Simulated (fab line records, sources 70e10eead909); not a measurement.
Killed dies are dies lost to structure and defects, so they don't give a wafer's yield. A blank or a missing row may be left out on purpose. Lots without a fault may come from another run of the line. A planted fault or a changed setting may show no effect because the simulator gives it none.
fab line records | flow nand_harc
record lots=7 wafers=21 last_day=32
route steps=1302 shown A_CHANNEL_HOLE_D1@488 A_CHANNEL_FILL_D1@490 A_DECK1_JOINT@518 END@1302
lots that met no fault: from a run of the same line without faults
start_h: hours from the record's first day to the start of the lot's first wafer shown | wait_h: hours since the lot's step before | " the same as in the row above | L1.1+2: a row that stands for several wafers | - no value, or no start given | * or withheld: withheld | < > ~ a bound
route shown NAME@n: a module of which the file shows steps, and the number in the route of the first | usual: mean/standard deviation of fault-free wafers | same: alike in all rows | chamber/n: place in a boat | sites: the reading at each site | _std_site: their standard deviation | _edge_site: outer sites' mean less inner sites' | radius_mm: how far each site lies from the wafer's centre | mask NAME#n: copy n | behind: the tool/chamber that last shaped the wafer | hold: why the lot was held/for how many hours/how that ended | device: the transistor (n, p or np) that didn't switch | end of line: the same wafers' tests at the end of the route | a step without rows: its recipe alone | killed: dies lost to structure and defects at the first sort, not the wafer's yield | map: a wafer's dies, x killed, . not, _ none there
set.NAME: the setting as run; set.NAME@STEP: as run at that earlier step | model.NAME: the simulator's own value behind a step, which no gauge read
lots at some steps of the route; a table a step, a row a wafer
services: from which hour (start_h, from the record's first day; less than 0 if before it) a tool's chamber was out of use, for how many hours, and why
## steps
# step NHARC_A_CHANNEL_HOLE_D1_XSEM_31
# recipe landing_energy_ev=35000
# usual bot_cd_nm=74.9/1.4 bow_nm=8.63/0.29 tilt_deg=0.08/0.041
# same landing_energy_ev=35000
# columns lot.wafer tool chamber start_h wait_h bot_cd_nm bow_nm tilt_deg
L155.2 xsem-02 0 179.47 0.1 74.5 8.44 0.05
L155.4 " 0 " " 74.6 8.47 0.05
L155.6 " 0 " " 73.6 8.44 0.05
L157.1 xsem-01 0 204.33 0.1 75.2 8.71 0.06
L157.2 " 0 " " 77.1 8.78 0.06
L157.3 " 0 " " 75.1 8.77 0.06
L163.3 xsem-01 0 273.63 0.1 76.7 9.08 0.15
L163.4 " 0 " " 75.5 9.11 0.15
L163.6 " 0 " " 75.0 9.06 0.15
L171.1 xsem-01 0 347.06 0.1 73.8 8.54 0.05
L171.4 " 0 " " 73.1 8.61 0.05
L171.6 " 0 " " 76.6 8.63 0.05
L172.1 xsem-02 0 359.44 0.1 74.7 8.49 0.04
L172.2 " 0 " " 72.2 8.50 0.04
L172.3 " 0 " " 73.3 8.53 0.04
L173.1 xsem-02 0 365.90 0.1 75.0 8.97 0.07
L173.4 " 0 " " 74.2 9.06 0.07
L173.6 " 0 " " 72.5 9.02 0.07
L174.2 xsem-01 0 371.03 0.1 74.6 8.42 0.04
L174.3 " 0 " " 76.8 8.50 0.04
L174.5 " 0 " " 74.1 8.42 0.04
# step NHARC_A_CHANNEL_HOLE_D1_INSPECT_40
# usual raw_defect_count=68/26
# columns lot.wafer tool chamber start_h wait_h raw_defect_count
L155.2 defect_inspect-02 - 179.57 - 48
L155.4 " - " " 37
L155.6 " - " " 38
L157.1 defect_inspect-01 - 204.42 - 87
L157.2 " - " " 105
L157.3 " - " " 80
L163.3 defect_inspect-01 - 273.72 - 80
L163.4 " - " " 70
L163.6 " - " " 89
L171.1 defect_inspect-01 - 347.16 - 47
L171.4 " - " " 39
L171.6 " - " " 65
L172.1 defect_inspect-01 - 359.54 - 35
L172.2 " - " " 63
L172.3 " - " " 60
L173.1 defect_inspect-01 - 365.99 - 46
L173.4 " - " " 56
L173.6 " - " " 42
L174.2 defect_inspect-01 - 371.13 - 88
L174.3 " - " " 94
L174.5 " - " " 76
# step NHARC_A_CHANNEL_FILL_D1_PRECLEAN_00
# recipe time_s=* temp_c=50 bath_age_min=0 chemistry=SC1
# step NHARC_A_CHANNEL_FILL_D1_SRD_01
# step NHARC_A_CHANNEL_FILL_D1_ALD_02
# recipe target_thk_a=60 pulse_time_s=10 ald_cycles=60 temp_c=300 material=SiO2
# usual heater_power_w=463/45 precursor_pulse_height_rel=0.998/0.021 susceptor_temp_C=299.99/0.19
# columns lot.wafer tool chamber start_h wait_h heater_power_w precursor_pulse_height_rel susceptor_temp_C
L155.4 ald_hk-03 3 179.90 - 448 0.993 299.85
L155.2 " 0 " " 543 1.016 299.52
L155.6 " 2 " " 451 0.947 299.72
L157.1 ald_hk-01 1 204.69 - 498 1.018 299.94
L157.2 " 2 " " 484 0.986 300.13
L157.3 " 3 " " 554 1.002 300.00
L163.3 ald_hk-02 3 273.98 - 458 0.977 299.97
L163.4 " 1 " " 419 1.002 299.82
L163.6 " 3 " " 446 0.979 300.00
L171.1 ald_hk-03 1 347.35 - 435 0.952 -
L171.4 " 2 " " 470 1.018 -
L171.6 " 1 " " 440 0.958 -
L172.2 ald_hk-01 0 359.73 - 519 1.044 300.08
L172.1 " 1 " " 505 0.977 300.03
L172.3 " 3 " " 538 1.005 299.60
L173.4 ald_hk-03 3 366.26 - 431 1.002 -
L173.1 " 0 " " 498 1.007 -
L173.6 " 2 " " 452 1.025 -
L174.3 ald_hk-01 1 371.47 - 488 1.028 300.05
L174.2 " 2 " " 526 1.013 300.00
L174.5 " 0 " " 526 1.023 300.34
# step NHARC_A_CHANNEL_FILL_D1_ALD_03
# recipe target_thk_a=60 pulse_time_s=60 ald_cycles=58 temp_c=630 pressure_torr=2 material=SiNx
# step NHARC_A_CHANNEL_FILL_D1_ALD_14
# recipe target_thk_a=25 pulse_time_s=10 ald_cycles=25 temp_c=300 material=SiO2
# step NHARC_A_CHANNEL_FILL_D1_ALD_15
# recipe target_thk_a=20 pulse_time_s=60 ald_cycles=19 temp_c=630 pressure_torr=2 material=SiNx
# usual precursor_pulse_height_rel=1.001/0.019 susceptor_temp_C=629.93/0.27
# columns lot.wafer tool chamber start_h wait_h precursor_pulse_height_rel susceptor_temp_C
L155.2 ald_sin_batch-02 0 - - 0.990 630.35
L155.4 " 0 " " 0.978 630.03
L155.6 " 0 " " 0.980 630.41
L157.1 ald_sin_batch-02 0 - - 1.008 629.55
L157.2 " 0 " " 0.975 629.63
L157.3 " 0 " " 0.993 630.19
L163.3 ald_sin_batch-03 0 - - 0.992 630.10
L163.4 " 0 " " 1.023 630.06
L163.6 " 0 " " 1.021 630.06
L171.1 ald_sin_batch-03 0 - - 0.994 629.96
L171.4 " 0 " " 0.987 630.03
L171.6 " 0 " " 0.967 629.70
L172.1 ald_sin_batch-03 0 - - 0.973 629.86
L172.2 " 0 " " 0.983 629.77
L172.3 " 0 " " 1.009 629.61
L173.1 ald_sin_batch-03 0 - - 1.008 630.05
L173.4 " 0 " " 0.979 629.56
L173.6 " 0 " " 0.992 629.95
L174.2 ald_sin_batch-03 0 - - 0.987 -
L174.3 " 0 " " 1.031 -
L174.5 " 0 " " 0.998 -
# step NHARC_A_CHANNEL_FILL_D1_ALD_16
# recipe target_thk_a=15 pulse_time_s=10 ald_cycles=15 temp_c=300 material=SiO2
# step NHARC_A_CHANNEL_FILL_D1_ANNEAL_17
# recipe temp_c=850 time_s=1800
# step NHARC_A_CHANNEL_FILL_D1_CVD_18
# recipe target_thk_a=30 temp_c=550 material=poly-Si
# step NHARC_A_CHANNEL_FILL_D1_ETCHBACK_19
# recipe target_depth_a=50 time_s=1.7 hbr_flow_sccm=150 cl2_flow_sccm=50 rf_w=400 icp_w=400 bias_w=100 chemistry=HBr/Cl2
# step NHARC_A_CHANNEL_FILL_D1_ETCHBACK_20
# recipe target_depth_a=270 time_s=13.5 c4f8_flow_sccm=withheld o2_flow_sccm=8 ar_flow_sccm=withheld rf_w=600 bias_w=1500 chemistry=C4F8/O2/Ar
# usual oes_product_au=0.96/0.037 rf_vpp_V=978/4.8
# columns lot.wafer tool chamber start_h wait_h oes_product_au rf_hours_counter_h rf_vpp_V
L155.2 rie_diel-13 2 205.55 - 0.99 1.5 974
L155.4 " 3 " " 0.98 1.3 979
L155.6 " 3 " " 0.98 - 982
L157.2 rie_diel-05 2 229.33 - 0.93 8.0 975
L157.1 " 3 " " 0.92 8.9 978
L157.3 " 0 " " 0.93 9.3 978
L163.3 rie_diel-05 2 299.08 - 0.99 3.5 974
L163.4 " 0 " " 0.98 4.1 978
L163.6 " 2 " " 1.00 - 975
L171.1 rie_diel-11 1 371.61 - 0.93 5.3 985
L171.4 " 3 " " 0.92 5.2 976
L171.6 " 1 " " 0.93 - 984
L172.3 rie_diel-05 2 384.12 - 0.92 7.1 974
L172.2 " 0 " " 0.93 7.6 980
L172.1 " 1 " " 0.93 5.3 970
L173.1 rie_diel-05 0 390.43 - 0.92 7.6 979
L173.4 " 1 " " 0.93 5.3 971
L173.6 " 2 " " 0.92 - 975
L174.3 rie_diel-05 0 396.91 - 0.99 7.7 981
L174.2 " 1 " " 0.99 5.4 970
L174.5 " 1 " " 1.00 - 971
# step NHARC_A_CHANNEL_FILL_D1_STRIP_28
# recipe time_s=20 o2_flow_sccm=500 ar_flow_sccm=0 bias_w=0 chemistry=O2
# step NHARC_A_CHANNEL_FILL_D1_PRECLEAN_21
# recipe time_s=30 chemistry=dHF
# step NHARC_A_CHANNEL_FILL_D1_SRD_23
# step NHARC_A_CHANNEL_FILL_D1_CVD_05
# recipe target_thk_a=50 temp_c=550 material=poly-Si
# step NHARC_A_CHANNEL_FILL_D1_ANNEAL_22
# recipe temp_c=620 time_s=7200
# step NHARC_A_CHANNEL_FILL_D1_ALD_25
# recipe target_thk_a=600 pulse_time_s=10 ald_cycles=600 temp_c=300 material=SiOx
# step NHARC_A_CHANNEL_FILL_D1_ETCHBACK_08
# recipe target_depth_a=2200 time_s=110 c4f8_flow_sccm=20 ar_flow_sccm=withheld rf_w=600 bias_w=300 chemistry=C4F8
# step NHARC_A_CHANNEL_FILL_D1_STRIP_29
# recipe time_s=20 o2_flow_sccm=500 ar_flow_sccm=0 bias_w=0 chemistry=O2
# usual drypump_motor_current_A=5.7/0.61 o2_flow_sccm=499.7/1.6 oes_product_au=0.998/0.0094 rf_vpp_V=57.8/0.9 showerhead_plenum_p_Torr=3.52/0.12 throttle_valve_pct=17.037/0.0093
# columns lot.wafer tool chamber start_h wait_h drypump_motor_current_A o2_flow_sccm oes_product_au rf_hours_counter_h rf_vpp_V showerhead_plenum_p_Torr throttle_valve_pct
L155.4 rie_diel-05 1 - - 6.5 498.6 0.988 9.1 58.4 3.33 17.026
L155.2 " 3 " " 5.7 498.6 0.992 8.9 58.6 3.53 17.056
L155.6 " 0 " " 5.0 499.4 1.008 - 56.6 3.56 17.042
L157.2 rie_diel-11 3 - - 4.8 499.7 0.997 8.9 56.7 3.44 17.052
L157.3 " 0 " " 6.2 498.6 1.006 9.0 58.1 3.65 17.038
L157.1 " 1 " " 6.0 500.8 1.009 8.8 58.7 3.70 17.032
L163.3 rie_diel-05 2 - - 5.2 500.9 0.994 4.4 57.6 3.43 17.034
L163.4 " 0 " " 5.0 498.3 0.990 5.0 59.8 3.56 17.059
L163.6 " 1 " " 6.5 498.8 1.000 - 56.7 3.33 17.027
L171.1 rie_diel-13 3 - - 6.3 498.5 0.983 1.7 58.3 3.59 17.035
L171.4 " 0 " " 6.7 499.0 1.001 1.6 57.7 3.40 17.030
L171.6 " 3 " " 6.3 498.9 0.978 - 57.3 3.59 17.037
L172.2 rie_diel-05 1 - - 6.5 501.3 1.004 5.7 55.9 3.33 17.038
L172.1 " 2 " " 5.3 496.7 0.988 7.5 57.2 3.42 17.030
L172.3 " 3 " " 5.7 498.1 1.001 8.3 58.8 3.52 17.039
L173.4 rie_diel-11 3 - - 4.7 500.8 0.980 7.0 57.2 3.44 17.020
L173.1 " 2 " " 5.6 500.0 0.983 7.6 57.1 3.58 17.044
L173.6 " 0 " " 6.2 500.9 0.988 - 59.1 3.65 17.046
L174.3 rie_diel-13 3 - - 6.3 501.9 0.989 3.5 58.0 3.59 17.046
L174.2 " 0 " " 6.7 498.8 1.010 3.6 55.6 3.40 17.028
L174.5 " 3 " " 6.3 499.7 0.981 - 57.8 3.59 17.018
# step NHARC_A_CHANNEL_FILL_D1_PRECLEAN_30
# recipe time_s=30 chemistry=dHF
# step NHARC_A_CHANNEL_FILL_D1_SRD_31
# step NHARC_A_CHANNEL_FILL_D1_CVD_09
# recipe target_thk_a=1500 temp_c=620 pressure_mtorr=200 time_s=3000 material=poly-Si
# step NHARC_A_CHANNEL_FILL_D1_CMP_10
# recipe target_thk_nm=150
# step NHARC_A_CHANNEL_FILL_D1_SRD_12
# step NHARC_A_DECK1_JOINT_ETCHBACK_07
# recipe target_depth_a=1050 time_s=26.9 hbr_flow_sccm=150 rf_w=350 icp_w=350 bias_w=60 chemistry=HBr
# usual drypump_motor_current_A=5.7/0.34 oes_product_au=0.997/0.011 throttle_valve_pct=23.266/0.0095
# columns lot.wafer tool chamber start_h wait_h hold drypump_motor_current_A oes_product_au rf_hours_counter_h throttle_valve_pct
L155.2 rie_si-06 3 230.25 0.1 - 5.3 1.005 0.76 23.251
L155.4 " 1 " " - 5.9 0.994 0.85 23.263
L155.6 " 2 " " - 5.3 0.993 - 23.263
L157.1 rie_si-04 1 253.01 0.1 - 5.5 0.998 0.41 23.272
L157.2 " 2 " " - 5.9 0.996 0.48 23.273
L157.3 " 3 " " - 6.2 1.000 0.37 23.275
L163.3 rie_si-06 0 322.71 0.1 - 6.3 0.999 0.37 23.245
L163.4 " 3 " " - 5.3 0.981 0.42 23.282
L163.6 " 1 " " - 6.0 0.987 - 23.241
L171.1 rie_si-06 3 395.56 0.1 - 5.3 0.985 0.81 23.272
L171.4 " 3 " " - 5.3 0.987 - 23.255
L171.6 " 3 " " - 5.3 0.977 - 23.268
L172.1 rie_si-06 2 412.01 4.2 await_dispo/4.2h/release 5.4 1.013 0.83 23.263
L172.2 " 3 " " await_dispo/4.2h/release 5.3 0.986 1.02 23.271
L172.3 " 0 " " await_dispo/4.2h/release 6.4 1.009 0.75 23.258
L173.1 rie_si-05 1 418.41 2.9 await_dispo/2.9h/release 5.7 0.994 0.67 23.256
L173.4 " 2 " " await_dispo/2.9h/release 5.7 1.014 0.66 23.271
L173.6 " 3 " " await_dispo/2.9h/release 6.0 0.998 - 23.266
L174.3 rie_si-05 3 423.03 2.3 await_dispo/2.2h/release 6.0 0.986 0.70 23.273
L174.2 " 0 " " await_dispo/2.2h/release 5.4 0.978 0.70 23.266
L174.5 " 1 " " await_dispo/2.2h/release 5.7 0.998 - 23.264
# step NHARC_END_SORT_01
# recipe temp_c=25
# usual killed_at_array=53/21 killed_at_other=0.8/1.1 killed_at_periphery=4.2/2.7 killed_dies=58/22 killed_open=3.4/1.9 killed_short=2.5/1.6
# same gross_dies=677
# columns lot.wafer tool chamber start_h wait_h killed_at_array killed_at_other killed_at_periphery killed_dies killed_open killed_short
L155.2 prober-01 0 563.68 2.8 52 0 8 60 5 2
L155.4 prober-01 0 565.29 3.4 50 0 5 55 6 3
L155.6 prober-01 0 566.89 4.0 56 1 5 62 7 5
L157.1 prober-01 0 571.28 2.5 85 0 4 89 4 2
L157.2 prober-01 0 572.06 2.8 79 0 2 81 4 2
L157.3 prober-01 0 572.83 3.1 76 1 7 84 6 1
L163.3 prober-01 0 649.28 3.1 41 1 3 45 2 2
L163.4 prober-01 0 650.07 3.4 40 0 7 47 1 4
L163.6 prober-01 0 651.64 3.9 50 1 4 55 2 1
L171.1 prober-01 0 732.34 2.6 60 0 8 68 4 2
L171.4 prober-01 0 734.69 3.4 62 1 4 67 7 3
L171.6 prober-01 0 736.26 3.9 74 1 6 81 6 4
L174.2 prober-01 0 751.89 2.8 129 4 15 148 1 3
L174.3 prober-01 0 752.70 3.1 191 1 7 199 3 2
L174.5 prober-01 0 754.31 3.7 146 2 12 160 2 1
L173.1 prober-01 0 758.88 2.5 126 0 3 129 0 0
L173.4 prober-01 0 761.22 3.3 81 0 3 84 4 0
L173.6 prober-01 0 762.79 3.9 146 0 7 153 6 3
L172.1 prober-02 0 765.01 2.5 104 0 1 105 4 2
L172.2 prober-02 0 765.80 2.8 167 0 6 173 8 4
L172.3 prober-02 0 766.59 3.1 168 0 6 174 4 2
# killed by level:class
L155.2 A_CHANNEL_HOLE_D2:chamber_film_flake=35 P_GATE:chamber_film_flake=3 P_BONDPAD:chamber_film_flake=3 A_CHANNEL_HOLE_D1:chamber_film_flake=3 A_CHANNEL_FILL_D2:chamber_film_flake=3 A_CONTACT:chamber_film_flake=3 P_GATE:geometric_particle:open=1 A_CHANNEL_FILL_D1:geometric_particle:short=1
L155.4 A_CHANNEL_HOLE_D2:chamber_film_flake=34 A_CONTACT:chamber_film_flake=4 A_CONTACT:unspecified=3 P_GATE:chamber_film_flake=2 P_GATE:geometric_particle:open=1 P_M1:geometric_particle:open=1 A_CHANNEL_FILL_D1:geometric_particle:open=1 A_CHANNEL_FILL_D1:geometric_particle:short=1
L155.6 A_CHANNEL_HOLE_D2:chamber_film_flake=34 A_CONTACT:chamber_film_flake=5 A_CHANNEL_FILL_D1:geometric_particle:open=3 P_GATE:chamber_film_flake=3 A_SLIT:chamber_film_flake=3 P_CONTACT:geometric_particle:short=2 A_CONTACT:unspecified=2 A_SOURCE_PLATE:geometric_particle:short=1
L157.1 A_CHANNEL_HOLE_D2:chamber_film_flake=25 A_CHANNEL_HOLE_D1:chamber_film_flake=23 A_SLIT:chamber_film_flake=20 A_CONTACT:chamber_film_flake=7 P_STI:chamber_film_flake=2 A_CHANNEL_FILL_D1:chamber_film_flake=2 A_STAIRCASE:chamber_film_flake=2 P_GATE:geometric_particle:short=1
L157.2 A_CHANNEL_HOLE_D1:chamber_film_flake=25 A_CHANNEL_HOLE_D2:chamber_film_flake=23 A_SLIT:chamber_film_flake=18 A_STAIRCASE:chamber_film_flake=4 A_M0:geometric_particle:open=2 P_STI:chamber_film_flake=2 A_ONON_D1:geometric_particle:short=1 A_ONON_D2:geometric_particle:short=1
L157.3 A_CHANNEL_HOLE_D2:chamber_film_flake=26 A_SLIT:chamber_film_flake=20 A_CHANNEL_HOLE_D1:chamber_film_flake=17 A_STAIRCASE:chamber_film_flake=6 P_STI:chamber_film_flake=3 P_CONTACT:chamber_film_flake=2 A_DECK1_JOINT:chamber_film_flake=2 P_GATE:geometric_particle:open=1
L163.3 A_CHANNEL_HOLE_D1:chamber_film_flake=29 A_STAIRCASE:chamber_film_flake=3 P_ZERO_WELL:chamber_film_flake=2 A_SOURCE_PLATE:geometric_particle:open=1 A_CHANNEL_FILL_D1:geometric_particle:open=1 A_WL_FILL:geometric_particle:short=1 A_BLC:geometric_particle:short=1 P_GATE:chamber_film_flake=1
L163.4 A_CHANNEL_HOLE_D1:chamber_film_flake=25 P_ZERO_WELL:chamber_film_flake=4 A_CONTACT:chamber_film_flake=4 A_SLIT:chamber_film_flake=3 A_DECK1_JOINT:chamber_film_flake=2 A_STAIRCASE:chamber_film_flake=2 P_M0:geometric_particle:open=1 P_M1:geometric_particle:short=1
L163.6 A_CHANNEL_HOLE_D1:chamber_film_flake=32 A_CONTACT:chamber_film_flake=7 P_ZERO_WELL:chamber_film_flake=4 A_CHANNEL_HOLE_D2:unspecified=3 A_SLIT:chamber_film_flake=3 A_STAIRCASE:chamber_film_flake=2 A_ONON_D2:geometric_particle:open=1 A_SGD_CUT:geometric_particle:open=1
L171.1 A_SLIT:chamber_film_flake=27 A_CHANNEL_HOLE_D2:chamber_film_flake=13 P_BONDPAD:chamber_film_flake=5 A_CONTACT:chamber_film_flake=5 A_CHANNEL_HOLE_D1:chamber_film_flake=3 A_STAIRCASE:chamber_film_flake=3 A_DECK1_JOINT:geometric_particle:open=2 P_GATE:chamber_film_flake=2
L171.4 A_SLIT:chamber_film_flake=28 A_CHANNEL_HOLE_D2:chamber_film_flake=11 A_CHANNEL_HOLE_D1:chamber_film_flake=8 A_STAIRCASE:chamber_film_flake=3 A_CONTACT:chamber_film_flake=2 P_CONTACT:geometric_particle:open=1 P_M1:geometric_particle:open=1 A_CHANNEL_FILL_D1:geometric_particle:short=1
L171.6 A_SLIT:chamber_film_flake=39 A_CHANNEL_HOLE_D2:chamber_film_flake=16 A_CHANNEL_HOLE_D1:chamber_film_flake=6 A_CONTACT:chamber_film_flake=4 P_CONTACT:geometric_particle:open=2 A_M0:geometric_particle:short=2 P_GATE:chamber_film_flake=2 A_SOURCE_PLATE:geometric_particle:short=1
L174.2 A_CHANNEL_FILL_D1:unspecified=46 A_CHANNEL_HOLE_D1:chamber_film_flake=33 A_SLIT:chamber_film_flake=20 A_CHANNEL_HOLE_D2:chamber_film_flake=20 P_CONTACT:chamber_film_flake=7 A_CONTACT:chamber_film_flake=7 P_GATE:chamber_film_flake=5 THIN_TSV:chamber_film_flake=3
L174.3 A_CHANNEL_FILL_D1:unspecified=100 A_SLIT:chamber_film_flake=34 A_CHANNEL_HOLE_D1:chamber_film_flake=33 A_CHANNEL_HOLE_D2:chamber_film_flake=12 P_CONTACT:chamber_film_flake=7 A_CONTACT:chamber_film_flake=6 A_CHANNEL_FILL_D1:geometric_particle:short=1 A_ONON_D2:geometric_particle:open=1
L174.5 A_CHANNEL_FILL_D1:unspecified=48 A_CHANNEL_HOLE_D2:chamber_film_flake=29 A_SLIT:chamber_film_flake=28 A_CHANNEL_HOLE_D1:chamber_film_flake=27 P_CONTACT:chamber_film_flake=8 A_CONTACT:chamber_film_flake=6 A_STAIRCASE:chamber_film_flake=4 P_ZERO_WELL:chamber_film_flake=2
L173.1 A_CHANNEL_FILL_D1:unspecified=101 A_CHANNEL_HOLE_D1:chamber_film_flake=10 A_STAIRCASE:chamber_film_flake=5 A_SLIT:chamber_film_flake=4 A_CONTACT:chamber_film_flake=4 P_GATE:chamber_film_flake=3 A_ZERO_WELL:chamber_film_flake=1 A_SGD_CUT:chamber_film_flake=1
L173.4 A_CHANNEL_FILL_D1:unspecified=47 A_CHANNEL_HOLE_D1:chamber_film_flake=13 A_ZERO_WELL:chamber_film_flake=5 A_CONTACT:chamber_film_flake=5 A_STAIRCASE:chamber_film_flake=4 A_CHANNEL_FILL_D2:chamber_film_flake=2 A_SLIT:chamber_film_flake=2 P_M0:geometric_particle:open=1
L173.6 A_CHANNEL_FILL_D1:unspecified=114 A_CHANNEL_HOLE_D1:chamber_film_flake=11 P_GATE:chamber_film_flake=4 A_STAIRCASE:chamber_film_flake=4 A_CONTACT:chamber_film_flake=4 A_ZERO_WELL:chamber_film_flake=3 P_CONTACT:geometric_particle:open=2 A_CHANNEL_FILL_D1:geometric_particle:open=2
L172.1 A_CHANNEL_FILL_D1:unspecified=50 A_SLIT:chamber_film_flake=19 A_CHANNEL_HOLE_D2:chamber_film_flake=13 A_CHANNEL_HOLE_D1:chamber_film_flake=7 A_CHANNEL_FILL_D2:chamber_film_flake=4 A_STAIRCASE:chamber_film_flake=3 A_BLC:chamber_film_flake=2 P_CONTACT:geometric_particle:open=1
L172.2 A_CHANNEL_FILL_D1:unspecified=97 A_SLIT:chamber_film_flake=31 A_CHANNEL_HOLE_D2:chamber_film_flake=14 A_CHANNEL_HOLE_D1:chamber_film_flake=8 P_GATE:chamber_film_flake=4 A_CONTACT:chamber_film_flake=2 P_M0:geometric_particle:open=1 A_SOURCE_PLATE:geometric_particle:short=1
L172.3 A_CHANNEL_FILL_D1:unspecified=112 A_SLIT:chamber_film_flake=19 A_CHANNEL_HOLE_D2:chamber_film_flake=15 A_CHANNEL_HOLE_D1:chamber_film_flake=8 A_CHANNEL_FILL_D1:chamber_film_flake=4 A_STAIRCASE:chamber_film_flake=3 A_CONTACT:chamber_film_flake=3 P_ZERO_WELL:chamber_film_flake=2
# map L172.3 (x killed, . not)
____________.____________
_________......._________
_______..........x_______
______...x.........______
_____...x..........x_____
____..xxxx.x......x..____
____...xx............____
___..x.xxx.......x....___
___.xxxxxxx...........___
__..x.xxxx........x....__
__....xxxxx............__
_....x.xx........x..x..._
_.....x.xxx........x...._
_...x.xxx.x......x......_
_....................x.._
_..x..x............x...x_
......x.............x....
............x............
.........................
............x............
...........xxxxx.........
_.........xxxxxxxx......_
_.........xxxxxx........_
_.........xxxxxxxx......_
_........xxxxxxxx......._
_.......xxxxxxxxx......._
__......xxxxxxxxxxx....__
__......xxxxxxxxxx.....__
___.....xxxxxxxxx.x...___
___...x..xxxxxxxx.....___
____.....xxxxxxxxx...____
____.x....xxxxxxx....____
_____.....xxxxxx...._____
______.....x.xxx...______
_______.....x.x..._______
_________.....x._________
____________.____________
# map L173.6 (x killed, . not)
____________.____________
_________......._________
_______...x......._______
______......x......______
_____.x...x........._____
____...x....x........____
____...x..x.x........____
___.....x.............___
___..x.x..x........x..___
__.....x...............__
__.....x.x.............__
_........x.............._
_.....xx.....x.........._
_..........x............_
_x....x..............x.._
_....................x.._
...........x..........x..
.....x.......x...........
...x.....................
............xxx.xx.......
...........xxxx.x........
_.........x.xxxx........_
_x.......xxxxxxxx......._
_........xxxxxxxxx......_
_........xxxxxxxxx......_
_..x.....xxxxxxxxx......_
__......xxxxxxxxxx....x__
__......xxxxxxxxxx.....__
___....x.xxxxxxxxx....___
___......xxxxxxxxxx...___
____......xxxxxx.xx..____
____.....xxxxxxx.....____
_____..xxx.xxxx...x._____
______....x.xxxx...______
_______.....x....._______
_________......._________
____________.____________
## services
# columns tool chamber start_h hours kind
xsem-01 - 156.73 0.9 repair
rie_diel-13 - 165.04 9.0 pm
rie_diel-05 - 176.25 0.7 repair
rie_si-06 2 177.49 4.2 repair
ald_hk-01 - 185.41 1.4 repair
rie_diel-11 2 191.29 28.6 repair
ald_hk-03 - 214.71 10.0 pm
rie_diel-11 2 228.53 4.4 repair
rie_diel-05 - 229.60 9.0 pm
rie_si-06 - 249.00 9.0 pm
rie_diel-13 3 250.87 5.1 repair
rie_diel-11 - 255.75 9.0 pm
rie_diel-05 1 259.48 20.4 repair
rie_diel-05 0 277.26 2.3 repair
rie_diel-13 2 294.07 4.5 repair
ald_sin_batch-03 - 299.84 4.8 repair
rie_diel-13 2 300.73 6.7 repair
ald_hk-01 - 301.53 10.0 pm
rie_diel-05 - 336.81 0.3 repair
xsem-01 - 374.00 14.0 pm
rie_si-06 0 388.39 8.7 repair
rie_si-06 1 388.85 9.9 repair
rie_si-06 2 394.77 3.4 repair
rie_diel-05 - 406.60 9.0 pm
## key
first_sign step=NHARC_END_SORT_01 reading=killed_at_array direction=up sigmas=4.1 usual=53 struck=140 wafers_moved=8
effect step=NHARC_END_SORT_01 reading=killed_dies direction=up sigmas=4.1 usual=58 struck=147 wafers_moved=7
more_kills_born_at NHARC_A_CHANNEL_FILL_D1_ETCHBACK_20@rie_diel-05=715
met_at NHARC_A_CHANNEL_FILL_D1_ETCHBACK_20
struck_wafers L172.1,L172.2,L172.3,L173.1,L173.4,L173.6,L174.2,L174.3,L174.5
tester_left_out L172,L173,L174
onset_between 299.08 384.12
also_fits time
fault kind=chamber_particle_source tool=rie_diel-05 chamber=- onset_h=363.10 steps=NHARC_A_CHANNEL_FILL_D1_ETCHBACK_20 rate_per_visit_cm2=2.218 end_h=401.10
# tester_left_out: of these lots the tester's yield and bins aren't shown, on N5 and GAA mostly nor the transistor test; their killed dies are dies lost to structure and defects alone, not to doping, threshold or leakage, so they don't give the yield
